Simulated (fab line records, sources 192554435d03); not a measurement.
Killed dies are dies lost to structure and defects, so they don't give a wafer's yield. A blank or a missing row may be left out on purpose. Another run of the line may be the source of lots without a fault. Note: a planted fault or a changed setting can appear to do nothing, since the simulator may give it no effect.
What tool caused it?    flow n5-finfet    12 lots, 36 wafers sampled, at 2 steps of a route of 1938

WHAT EACH GAUGE READ, for each wafer
N5_BEOL_M2_CD_MEAS_35: target cd 18 nm, target cd y 22.2 nm.
lot   measured      on         cd-nm (nm)
L075  day 7 00:50   cd-sem-03  18.2 18.1 18.0
L077  day 7 09:02   cd-sem-02  18.1 17.8 18.2
L079  day 8 01:29   cd-sem-01  18.1 17.5 18.1
L081  day 8 16:54   cd-sem-02  17.7 19.1 17.8
L083  day 9 00:44   cd-sem-03  17.5 18.0 18.0
L085  day 9 19:38   cd-sem-03  17.7 17.3 17.9
L087  day 10 10:01  cd-sem-02  17.4 18.0 18.2
L089  day 10 15:03  cd-sem-02  18.3 17.8 17.7
L091  day 10 21:52  cd-sem-01  18.0 17.9 17.4
L093  day 11 14:16  cd-sem-01  18.4 18.0 18.8
L095  day 12 04:23  cd-sem-02  18.4 18.3 18.2
L097  day 12 17:16  cd-sem-01  17.7 17.6 18.2

WHAT TOOL EACH LOT RAN ON (gives the tool, then ch and the chambers of the sampled wafers, and finally the start)
lot   N5_BEOL_M2_STRIP_36
L075  rie-diel-02 ch 1,2,3, day 7 00:29
L077  rie-diel-02 ch 0,1, day 7 08:41
L079  rie-diel-03 ch 0,1,2, day 8 01:08
L081  rie-diel-02 ch 0,3, day 8 16:33
L083  rie-diel-03 ch 0,1,2, day 9 00:23
L085  rie-diel-02 ch 0,3, day 9 19:17
L087  rie-diel-03 ch 1,2, day 10 09:41
L089  rie-diel-03 ch 2,3, day 10 14:42
L091  rie-diel-02 ch 0,1,3, day 10 21:31
L093  rie-diel-02 ch 0,2, day 11 13:55
L095  rie-diel-06 ch 1,2, day 12 04:02
L097  rie-diel-03 ch 0,2,3, day 12 16:55
- N5_BEOL_M2_STRIP_36: strips in N2/H2.

THE ANSWER, worked out from the rows above alone
Rule: what is usual is taken from the lots themselves. The widest of any qualifying gaps counts: lots, ordered by their means at a reading, are off when they make up no more than a third of the lots, leave a main group of 4 or more, and stand apart from it by 3 or more times the standard deviation of that group's means. The tables above print the reading to a certain number of digits; a main group whose means all agree to those digits is not used. A lot without any number at a reading at which 4 lots or more have one is off too. The other lots that the step has rows for count as sound.
Across all readings shown, no lot is off: no conclusion can be drawn from this.

WHAT THE SIMULATOR HAD PUT IN
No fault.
